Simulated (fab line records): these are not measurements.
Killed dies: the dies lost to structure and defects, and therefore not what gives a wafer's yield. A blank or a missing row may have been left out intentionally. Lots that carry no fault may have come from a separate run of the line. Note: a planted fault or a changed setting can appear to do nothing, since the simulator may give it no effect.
Split-lot experiment :: flow n5 finfet :: on a route of 1938 steps: 7 lots, 39 wafers read

THE SPLIT
At N5_DUMMY_GATE_CVD_03 (deposits a-Si from SiH4, target thk 150 nm, time 8042 s), the setting target thk a was moved away from the recipe's 1500 angstrom on 24 of the 39 wafers read, by -55.3% to +49.2%. For the rest of the wafers, this setting stayed at what the recipe calls for.

The reading comes from the split's own step.

THE READING
a-Si_of_DUMMY_GATE_CVD_03.thk nm (the simulator's own value, which no gauge read), in nm, at N5_DUMMY_GATE_CVD_03 (deposits a-Si from SiH4, target thk 150 nm, time 8042 s). The file does not state a usual value for it. Average 149.3 nm, standard deviation 0.96 nm, over the 15 wafers here run with the recipe.

wafer: L082.1
tool, chamber at the split: -, -
target thk a as run, angstrom: 908.4
against the recipe: -39.4%
a-Si_of_DUMMY_GATE_CVD_03.thk nm, nm: 91
against lot-mates on the recipe: no lot-mate on the recipe

wafer: L082.4
tool, chamber at the split: -, -
target thk a as run, angstrom: 908.4
against the recipe: -39.4%
a-Si_of_DUMMY_GATE_CVD_03.thk nm, nm: 91
against lot-mates on the recipe: no lot-mate on the recipe

wafer: L082.2
tool, chamber at the split: -, -
target thk a as run, angstrom: 908.4
against the recipe: -39.4%
a-Si_of_DUMMY_GATE_CVD_03.thk nm, nm: 91.4
against lot-mates on the recipe: no lot-mate on the recipe

wafer: L082.3
tool, chamber at the split: -, -
target thk a as run, angstrom: 908.4
against the recipe: -39.4%
a-Si_of_DUMMY_GATE_CVD_03.thk nm, nm: 90.2
against lot-mates on the recipe: no lot-mate on the recipe

wafer: L082.5
tool, chamber at the split: -, -
target thk a as run, angstrom: 908.4
against the recipe: -39.4%
a-Si_of_DUMMY_GATE_CVD_03.thk nm, nm: 89.8
against lot-mates on the recipe: no lot-mate on the recipe

wafer: L082.6
tool, chamber at the split: -, -
target thk a as run, angstrom: 908.4
against the recipe: -39.4%
a-Si_of_DUMMY_GATE_CVD_03.thk nm, nm: 90.4
against lot-mates on the recipe: no lot-mate on the recipe

wafer: L086.1
tool, chamber at the split: -, -
target thk a as run, angstrom: 804.1
against the recipe: -46.4%
a-Si_of_DUMMY_GATE_CVD_03.thk nm, nm: 80.6
against lot-mates on the recipe: no lot-mate on the recipe

wafer: L086.2
tool, chamber at the split: -, -
target thk a as run, angstrom: 804.1
against the recipe: -46.4%
a-Si_of_DUMMY_GATE_CVD_03.thk nm, nm: 82
against lot-mates on the recipe: no lot-mate on the recipe

wafer: L086.3
tool, chamber at the split: -, -
target thk a as run, angstrom: 804.1
against the recipe: -46.4%
a-Si_of_DUMMY_GATE_CVD_03.thk nm, nm: 80.8
against lot-mates on the recipe: no lot-mate on the recipe

wafer: L086.4
tool, chamber at the split: -, -
target thk a as run, angstrom: 804.1
against the recipe: -46.4%
a-Si_of_DUMMY_GATE_CVD_03.thk nm, nm: 80
against lot-mates on the recipe: no lot-mate on the recipe

wafer: L086.5
tool, chamber at the split: -, -
target thk a as run, angstrom: 804.1
against the recipe: -46.4%
a-Si_of_DUMMY_GATE_CVD_03.thk nm, nm: 78.8
against lot-mates on the recipe: no lot-mate on the recipe

wafer: L086.6
tool, chamber at the split: -, -
target thk a as run, angstrom: 804.1
against the recipe: -46.4%
a-Si_of_DUMMY_GATE_CVD_03.thk nm, nm: 81.4
against lot-mates on the recipe: no lot-mate on the recipe

wafer: L088.1
tool, chamber at the split: -, -
target thk a as run, angstrom: 2238
against the recipe: +49.2%
a-Si_of_DUMMY_GATE_CVD_03.thk nm, nm: 221.2
against lot-mates on the recipe: no lot-mate on the recipe

wafer: L088.2
tool, chamber at the split: -, -
target thk a as run, angstrom: 2238
against the recipe: +49.2%
a-Si_of_DUMMY_GATE_CVD_03.thk nm, nm: 219.4
against lot-mates on the recipe: no lot-mate on the recipe

wafer: L088.4
tool, chamber at the split: -, -
target thk a as run, angstrom: 2238
against the recipe: +49.2%
a-Si_of_DUMMY_GATE_CVD_03.thk nm, nm: 219.4
against lot-mates on the recipe: no lot-mate on the recipe

wafer: L088.3
tool, chamber at the split: -, -
target thk a as run, angstrom: 2238
against the recipe: +49.2%
a-Si_of_DUMMY_GATE_CVD_03.thk nm, nm: 221
against lot-mates on the recipe: no lot-mate on the recipe

wafer: L088.5
tool, chamber at the split: -, -
target thk a as run, angstrom: 2238
against the recipe: +49.2%
a-Si_of_DUMMY_GATE_CVD_03.thk nm, nm: 220.6
against lot-mates on the recipe: no lot-mate on the recipe

wafer: L088.6
tool, chamber at the split: -, -
target thk a as run, angstrom: 2238
against the recipe: +49.2%
a-Si_of_DUMMY_GATE_CVD_03.thk nm, nm: 219.8
against lot-mates on the recipe: no lot-mate on the recipe

wafer: L089.1
tool, chamber at the split: -, -
target thk a as run, angstrom: 670.3
against the recipe: -55.3%
a-Si_of_DUMMY_GATE_CVD_03.thk nm, nm: 67.2
against lot-mates on the recipe: no lot-mate on the recipe

wafer: L089.3
tool, chamber at the split: -, -
target thk a as run, angstrom: 670.3
against the recipe: -55.3%
a-Si_of_DUMMY_GATE_CVD_03.thk nm, nm: 67.2
against lot-mates on the recipe: no lot-mate on the recipe

wafer: L089.2
tool, chamber at the split: -, -
target thk a as run, angstrom: 670.3
against the recipe: -55.3%
a-Si_of_DUMMY_GATE_CVD_03.thk nm, nm: 66
against lot-mates on the recipe: no lot-mate on the recipe

wafer: L089.4
tool, chamber at the split: -, -
target thk a as run, angstrom: 670.3
against the recipe: -55.3%
a-Si_of_DUMMY_GATE_CVD_03.thk nm, nm: 67.6
against lot-mates on the recipe: no lot-mate on the recipe

wafer: L089.5
tool, chamber at the split: -, -
target thk a as run, angstrom: 670.3
against the recipe: -55.3%
a-Si_of_DUMMY_GATE_CVD_03.thk nm, nm: 68.8
against lot-mates on the recipe: no lot-mate on the recipe

wafer: L089.6
tool, chamber at the split: -, -
target thk a as run, angstrom: 670.3
against the recipe: -55.3%
a-Si_of_DUMMY_GATE_CVD_03.thk nm, nm: 68
against lot-mates on the recipe: no lot-mate on the recipe

wafer: L092.1
tool, chamber at the split: -, -
target thk a as run, angstrom: 1500
against the recipe: recipe
a-Si_of_DUMMY_GATE_CVD_03.thk nm, nm: 150.4
against lot-mates on the recipe: -

wafer: L092.2
tool, chamber at the split: -, -
target thk a as run, angstrom: 1500
against the recipe: recipe
a-Si_of_DUMMY_GATE_CVD_03.thk nm, nm: 149.4
against lot-mates on the recipe: -

wafer: L092.6
tool, chamber at the split: -, -
target thk a as run, angstrom: 1500
against the recipe: recipe
a-Si_of_DUMMY_GATE_CVD_03.thk nm, nm: 149.4
against lot-mates on the recipe: -

wafer: L092.3
tool, chamber at the split: -, -
target thk a as run, angstrom: 1500
against the recipe: recipe
a-Si_of_DUMMY_GATE_CVD_03.thk nm, nm: 147.8
against lot-mates on the recipe: -

wafer: L092.4
tool, chamber at the split: -, -
target thk a as run, angstrom: 1500
against the recipe: recipe
a-Si_of_DUMMY_GATE_CVD_03.thk nm, nm: 148
against lot-mates on the recipe: -

wafer: L092.5
tool, chamber at the split: -, -
target thk a as run, angstrom: 1500
against the recipe: recipe
a-Si_of_DUMMY_GATE_CVD_03.thk nm, nm: 148.4
against lot-mates on the recipe: -

wafer: L093.2
tool, chamber at the split: lpcvd-02, 0/95
target thk a as run, angstrom: 1500
against the recipe: recipe
a-Si_of_DUMMY_GATE_CVD_03.thk nm, nm: 150
against lot-mates on the recipe: -

wafer: L093.3
tool, chamber at the split: lpcvd-02, 0/100
target thk a as run, angstrom: 1500
against the recipe: recipe
a-Si_of_DUMMY_GATE_CVD_03.thk nm, nm: 149
against lot-mates on the recipe: -

wafer: L093.5
tool, chamber at the split: lpcvd-02, 0/109
target thk a as run, angstrom: 1500
against the recipe: recipe
a-Si_of_DUMMY_GATE_CVD_03.thk nm, nm: 150.6
against lot-mates on the recipe: -

wafer: L097.1
tool, chamber at the split: -, -
target thk a as run, angstrom: 1500
against the recipe: recipe
a-Si_of_DUMMY_GATE_CVD_03.thk nm, nm: 148.8
against lot-mates on the recipe: -

wafer: L097.2
tool, chamber at the split: -, -
target thk a as run, angstrom: 1500
against the recipe: recipe
a-Si_of_DUMMY_GATE_CVD_03.thk nm, nm: 150.8
against lot-mates on the recipe: -

wafer: L097.3
tool, chamber at the split: -, -
target thk a as run, angstrom: 1500
against the recipe: recipe
a-Si_of_DUMMY_GATE_CVD_03.thk nm, nm: 148.6
against lot-mates on the recipe: -

wafer: L097.4
tool, chamber at the split: -, -
target thk a as run, angstrom: 1500
against the recipe: recipe
a-Si_of_DUMMY_GATE_CVD_03.thk nm, nm: 149.4
against lot-mates on the recipe: -

wafer: L097.5
tool, chamber at the split: -, -
target thk a as run, angstrom: 1500
against the recipe: recipe
a-Si_of_DUMMY_GATE_CVD_03.thk nm, nm: 150.2
against lot-mates on the recipe: -

wafer: L097.6
tool, chamber at the split: -, -
target thk a as run, angstrom: 1500
against the recipe: recipe
a-Si_of_DUMMY_GATE_CVD_03.thk nm, nm: 148
against lot-mates on the recipe: -

THE FIT
A straight line over all 39 wafers: a-Si_of_DUMMY_GATE_CVD_03.thk nm changes by +1.47 nm for each +1% of target thk a; r = +1.00; the points scatter about the line by 0.99 nm.
Too few moved wafers have a lot-mate on the recipe to fit a line with each lot's own level taken away.

THE FILE'S OWN FIT
a-Si_of_DUMMY_GATE_CVD_03.thk nm changes by +1.47 nm for each +1% of target thk a, r = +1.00.
